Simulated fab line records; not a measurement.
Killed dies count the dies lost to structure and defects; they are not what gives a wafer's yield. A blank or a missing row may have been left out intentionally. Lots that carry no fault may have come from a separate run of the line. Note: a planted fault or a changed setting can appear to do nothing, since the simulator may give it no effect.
2 desks looking at one fault :: flow nandHarc :: every desk sees just its own numbers, and what lay behind them comes last

## AT THE TOOL OWNER'S DESK: krfScanner-01
The tool's own readings at NHARC_P_GATE_EXPOSE_88 (exposes mask P HVN, target cd 2000 nm): means of the sampled wafers that have a number, for each lot that ran on this tool. If a lot's mean is further than 4 standard deviations from the usual mean, the lot is out of limits and carries the mark OUT (the distance appears in the brackets).
Columns: A = exposureDoseMJCm2 at NHARC_P_GATE_EXPOSE_88, usual 11.870
lot: L456
first seen here: day 7 13:02
A: 11.859

lot: L460
first seen here: day 9 04:13
A: 16.121 (+99 or more) OUT

lot: L464
first seen here: day 10 23:38
A: 16.116 (+99 or more) OUT

lot: L466
first seen here: day 11 20:16
A: 16.132 (+99 or more) OUT
This desk's finding: out of limits on L460, L464, L466; first on L460, day 9 04:13 (exposureDoseMJCm2 at NHARC_P_GATE_EXPOSE_88). L456 stayed within limits.

## FROM THE METROLOGY DESK
What the gauges read for every lot (on any tool): the sampled wafers with a number, averaged. If a lot's mean is further than 4 standard deviations from the usual mean, the lot is out of limits and carries the mark OUT (the distance appears in the brackets).
Columns: A = cdNm at NHARC_P_GATE_CD_MEAS_91, usual 1999.7 nm
lot: L454
first seen here: day 6 11:37
A: 2000.0

lot: L456
first seen here: day 7 13:11
A: 2001.8

lot: L458
first seen here: day 8 04:13
A: 1998.5

lot: L460
first seen here: day 9 04:22
A: 2054.9 (+31) OUT

lot: L464
first seen here: day 10 23:47
A: 2053.3 (+30) OUT

lot: L466
first seen here: day 11 20:26
A: 2052.4 (+29) OUT

lot: L467
first seen here: day 11 21:16
A: 2001.0

lot: L468
first seen here: day 12 09:34
A: 2001.0

lot: L470
first seen here: day 12 23:58
A: 1998.7

lot: L471
first seen here: day 13 15:45
A: 1998.9

lot: L472
first seen here: day 13 22:32
A: 2000.5

lot: L473
first seen here: day 14 14:08
A: 1998.7
This desk's finding: out of limits on L460, L464, L466; first on L460, day 9 04:22 (cdNm at NHARC_P_GATE_CD_MEAS_91). L454, L456, L458, L467, L468, L470, L471, L472, L473 stayed within limits.

## PUT TOGETHER
At day 9 04:13, on L460, L464, L466, the tool owner's desk was in a position to raise an alarm.
The metrology desk could have raised an alarm at day 9 04:22, on L460, L464, L466.
Every lot named ran NHARC_P_GATE_EXPOSE_88 on krfScanner-01.

## WHAT WAS PUT IN BY THE SIMULATOR
Process parameters drifting: krfScanner-01 at NHARC_P_GATE_EXPOSE_88, beginning at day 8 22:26. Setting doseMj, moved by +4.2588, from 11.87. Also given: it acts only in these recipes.
Struck lots among those shown: L460, L464, L466.
Counting hours from when the fault started, the first reading out of limits came at 6 for the tool owner's desk and at 6 for the metrology desk.
